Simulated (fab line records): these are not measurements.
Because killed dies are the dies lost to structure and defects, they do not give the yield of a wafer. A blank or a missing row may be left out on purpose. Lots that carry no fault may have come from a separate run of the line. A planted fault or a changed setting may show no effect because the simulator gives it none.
2 desks, one fault ; flow n5_finfet ; every desk sees just its own numbers, and what lay behind them comes last

## DESK OF THE TOOL OWNER: pecvd-02
The tool's own readings at N5_BEOL_M1_DEP_57 (deposits SiCN from 3MS/NH3, target thk 8 nm, time 14 s): means of the sampled wafers that have a number, for each lot that ran on this tool. The brackets show how far a lot's mean lies from the usual mean; more than 4 standard deviations puts the lot out of limits, marked OUT.
Columns: A = showerhead_plenum_p_Torr at N5_BEOL_M1_DEP_57, usual 3.663 Torr; B = throttle_valve_pct at N5_BEOL_M1_DEP_57, usual 9.0 %
lot;first seen here;A;B
L756;day 7 06:45;3.668;9.0
L763;day 9 04:35;3.677;9.3
L765;day 9 16:29;3.659;8.9
L768;day 10 04:56;3.681;9.1
Finding of this desk: none of the 4 lots has anything out of limits.

## FROM THE METROLOGY DESK
What the gauges read for every lot (on any tool): the sampled wafers with a number, averaged. The brackets show how far a lot's mean lies from the usual mean; more than 4 standard deviations puts the lot out of limits, marked OUT. Readings shown: 7 of its 12, picked as those furthest out on some lot.
Columns: A = M1_THK at N5_BEOL_M1_THK_MEAS_53, usual 39.6 nm; B = IOFF_N at N5_BEOL_M4_RC_MEAS_101, usual 0.16 nA/um; C = IOFF_P at N5_BEOL_M4_RC_MEAS_101, usual 0.21 nA/um; D = ION_N at N5_BEOL_M4_RC_MEAS_101, usual 673 uA/um; E = ION_P at N5_BEOL_M4_RC_MEAS_101, usual 461 uA/um; F = VT_N at N5_BEOL_M4_RC_MEAS_101, usual 250 mV; G = VT_P at N5_BEOL_M4_RC_MEAS_101, usual -250.9 mV
lot;first seen here;A;B;C;D;E;F;G
L753;day 6 10:50;39.7;0.18;0.25;682;471;247;-247.9
L756;day 7 06:32;39.4;0.14;0.20;678;469;248;-250.2
L763;day 9 04:23;38.5;0.21;0.25;694;469;246;-250.1
L765;day 9 16:17;40.0;0.12;0.17;653;453;251;-255.0
L768;day 10 04:43;38.0;0.12;0.16;659;448;257;-257.5
L772;day 11 04:47;42.0;0.14;0.19;663;455;254;-249.8
L774;day 12 02:47;39.3;0.12;0.18;655;456;253;-253.0
Finding of this desk: none of the 7 lots has anything out of limits.

## TAKEN TOGETHER
Nothing out of limits was seen by the tool owner's desk.
The metrology desk saw nothing out of limits.

## WHAT WAS PUT IN BY THE SIMULATOR
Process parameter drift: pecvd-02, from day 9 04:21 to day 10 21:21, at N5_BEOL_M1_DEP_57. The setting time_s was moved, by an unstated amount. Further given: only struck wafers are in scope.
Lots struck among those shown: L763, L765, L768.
